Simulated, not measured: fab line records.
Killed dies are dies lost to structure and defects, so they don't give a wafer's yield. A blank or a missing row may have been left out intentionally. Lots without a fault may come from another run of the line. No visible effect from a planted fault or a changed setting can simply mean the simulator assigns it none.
Split-lot trial ; flow n5_finfet ; 7 lots, 21 wafers read, on a route of 1938 steps

## ABOUT THE SPLIT
At N5_BEOL_M2_ETCH_64 (etches SOC in N2/H2, target depth 75 nm, overetch 22.5 nm, time 121.9 s), the setting time_s was moved away from the recipe's 121.9 s on 9 of the 21 wafers read, by -22.0% to +19.5%. For the rest of the wafers, this setting stayed at what the recipe calls for.

The reading comes from the split's own step.

## THE READING
SiARC_of_BEOL_M2_COAT_62.thk_nm (the simulator's own value, which no gauge read), in nm, at N5_BEOL_M2_ETCH_64 (etches SOC in N2/H2, target depth 75 nm, overetch 22.5 nm, time 121.9 s). The file gives no usual value for it. Across the 12 wafers here that went through the recipe, the average is 6.2 nm and the standard deviation 0.21 nm.

wafer;tool, chamber at the split;time_s as run, s;against the recipe;SiARC_of_BEOL_M2_COAT_62.thk_nm, nm;against lot-mates on the recipe
L075.1;rie_diel-03, 1;121.9;recipe;6.4;-
L075.2;rie_diel-03, 0;121.9;recipe;6;-
L075.3;rie_diel-03, 3;121.9;recipe;6.6;-
L076.4;rie_diel-03, 0;121.9;recipe;6;-
L076.5;rie_diel-03, 1;145.7;+19.5%;5.2;-0.8
L076.6;rie_diel-03, 0;145.7;+19.5%;5;-1.0
L077.1;rie_diel-04, 1;101.3;-16.9%;7.2;+1.0
L077.3;rie_diel-04, 3,0;121.9;recipe;6.2;-
L077.6;rie_diel-04, 3,0;121.9;recipe;6.2;-
L080.1;rie_diel-04, 3;121.9;recipe;6.2;-
L080.2;rie_diel-04, 2;121.9;recipe;6.6;-
L080.5;rie_diel-04, 1;145;+18.9%;5.4;-1.0
L082.3;rie_diel-04, 3;139.3;+14.3%;5.4;-0.8
L082.4;rie_diel-04, 2;139.3;+14.3%;5.8;-0.4
L082.6;rie_diel-04, 3;121.9;recipe;6.2;-
L087.1;rie_diel-02, 3;121.9;recipe;6;-
L087.4;rie_diel-02, 2;108;-11.4%;7;+1.0
L087.5;rie_diel-02, 3;108;-11.4%;6.6;+0.6
L095.1;rie_diel-03, 1;95.1;-22.0%;7.6;+1.5
L095.3;rie_diel-03, 2;121.9;recipe;6;-
L095.6;rie_diel-03, 2;121.9;recipe;6.2;-
Where a row lists several chambers, the file gives one row for several wafers and doesn't say which wafer went through which chamber.

FIT RESULTS
A straight line over all 21 wafers: SiARC_of_BEOL_M2_COAT_62.thk_nm changes by -0.0538 nm for each +1% of time_s; r = -0.95; the points scatter about the line by 0.21 nm.
The same after taking each lot's own level away (the mean of its wafers on the recipe; 21 wafers): -0.0552 nm for each +1%; r = -0.96; scatter 0.18 nm.
On that fit, the largest move of time_s shifts the reading by 1.2 nm.
From 6.00 to 6.40 nm: that is the span of the lots' own levels, equal to 1.9 times the standard deviation above.
The two slopes agree, so the slope changes little with the lot-to-lot level.
Check: with one of the wafers moved furthest among these (-22.0%) left out of the fit, the line predicts +1.21 nm for it against its lot-mates. It came out at +1.5 nm against them.

## OTHER SPLITS APPLIED TO THESE WAFERS
Note: prior to the reading, these wafers also went through further splits. Each is held against what the fit with the lots' levels taken away leaves over:
other split on the same wafers;wafers away from the commonest value;r with SiARC_of_BEOL_M2_COAT_62.thk_nm (lot level and that fit taken away)
N5_BEOL_M1_ETCH_64 bias_w;5;+0.29
N5_BEOL_M2_EXPOSE_08 dose_mj;11;+0.01

## THE WHOLE CHAIN: every reading that the file lists as answering this split, in the file's order
step;what it does;reading;change (the file's fit);r (the file's)
N5_BEOL_M2_ETCH_64;etches SOC in N2/H2, target depth 75 nm, overetch 22.5 nm, time 121.9 s;SiARC_of_BEOL_M2_COAT_62.thk_nm (the simulator's own value, which no gauge read);-0.0565 nm for each +1% of the setting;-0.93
N5_BEOL_M2_HM_OPEN_17;chemistry Cl2/BCl3, target TiN, target depth 20 nm, overetch 6 nm;etch.depth_nm (the simulator's own value, which no gauge read);not straight: 20.17 at the lowest setting, 20.06 at the recipe, 17.98 at the highest;not given

## THE FILE'S OWN FIT
SiARC_of_BEOL_M2_COAT_62.thk_nm changes by -0.0565 nm for each +1% of time_s, r = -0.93.
